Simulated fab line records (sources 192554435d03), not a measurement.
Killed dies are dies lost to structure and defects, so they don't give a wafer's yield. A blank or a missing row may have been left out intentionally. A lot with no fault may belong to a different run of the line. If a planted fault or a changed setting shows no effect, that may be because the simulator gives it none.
Problem report in the 8D (eight disciplines) form, filled by code -- flow n5 finfet -- the parts of the form that need people (team, actions taken, sign-off) are left out

## 1. THE PROBLEM
A mean of 41.63 C is read at N5_BEOL_M4_ETCH_70 for temp c, taken on 1 wafer of 1 lot, against 40.01 C (standard deviation 0.11) on wafers free of any fault. That puts it +15 standard deviations away from the usual mean.
The step: etches SOC in N2/H2, target depth 80 nm, overetch 24 nm, time 130 s.
First seen on wafer L472.2, day 12 11:45, on rie diel-01. At this step, 24 wafers from 8 lots have a number in the record. Rule for "out" (also "out of limits"): further than 4 standard deviations from the usual mean. All remaining wafers that have a number are taken as sound.

## 2. WHAT THIS IS AND IS NOT
question,is,is not
which readings at this step,temp c,"drypump motor current A, oes product au, rf vpp V, showerhead plenum p Torr, throttle valve pct"
which lots,L472,"L453, L455, L456, L457, L460, L463, L476"
which wafers of those lots,L472.2,"L472.1, L472.4"
read on which tools,rie diel-01,"rie diel-04, rie diel-06"
when,from day 12 11:45,up to then (20 sound wafers); but 3 sound wafers of L476 came after

## 3. WHAT RULES OUT EACH SUSPECT
Counting: a tool at a process step up to the reading stays a suspect if it ran every lot that is out. Sound lots after the first of them don't rule it out here, since some wafers of a struck lot are sound.
- rie diel-04 at N5_BEOL_M4_ETCH_64 (etches SOC in N2/H2, target depth 75 nm, overetch 22.5 nm, time 121.9 s): kept. L472, the lot that is out, went through it at day 12 09:47; up to then, the latest sound lot through it was L460 at day 9 08:19.
- rie diel-01 at N5_BEOL_M4_ETCH_69 (etches SiARC in CF4, target depth 15.6 nm, time 26 s): kept. L472, the lot that is out, went through it at day 12 10:53; up to then, the latest sound lot through it was L455 at day 8 00:23.
- rie diel-01 at N5_BEOL_M4_ETCH_70 (etches SOC in N2/H2, target depth 80 nm, overetch 24 nm, time 130 s): kept. L472, the lot that is out, went through it at day 12 11:45; up to then, the latest sound lot through it was L456 at day 8 14:05. Its own temp c readings are out on those wafers.
- The sound lot-mates ran in chamber 1 of rie diel-04 at N5_BEOL_M4_ETCH_64, but the wafers that are out ran in chamber 2.
- At N5_BEOL_M4_ETCH_69, inside rie diel-01: chamber 2 took the wafers that are out, while their sound lot-mates went through chambers 1, 3.
- At N5_BEOL_M4_ETCH_70, inside rie diel-01: chamber 3 took the wafers that are out, while their sound lot-mates went through chambers 0, 1.
After the count, these remain: rie diel-04 at N5_BEOL_M4_ETCH_64, rie diel-01 at N5_BEOL_M4_ETCH_69 and rie diel-01 at N5_BEOL_M4_ETCH_70.

## 4. THE CAUSE (what the simulator had put in)
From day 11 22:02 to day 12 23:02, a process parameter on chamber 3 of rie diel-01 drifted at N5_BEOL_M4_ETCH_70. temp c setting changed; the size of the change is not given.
3 suspects survive the count, and this tool is in that group.

## 5. SEQUENCE OF EFFECTS, ordered by route
Rows list readings where the struck wafers' mean (over those with a number) sits beyond 3 standard deviations from the usual. Scope: only readings with a usual standard deviation given in the record; hours: median across lots of the time from each lot's start at the first step in this table that gives one to its start at this step; sigmas: change in usual standard deviations.
hours,step,reading,usual,on struck wafers,change,sigmas
0,N5_BEOL_M4_ETCH_70,temp c,40.01 C,41.63,+1.62,+15
Here are the process steps it includes:
- N5_BEOL_M4_ETCH_70: etches SOC in N2/H2, target depth 80 nm, overetch 24 nm, time 130 s.
Later steps that measure or inspect, where all struck wafers having a row at the step show a number for every such reading and not one has moved that far: N5_BEOL_M4_RC_MEAS_101.

## 6. WHAT WOULD HAVE CAUGHT IT SOONER
In this record no reading fell out of limits until day 12 11:45, 14 hours after the fault had begun at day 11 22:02.
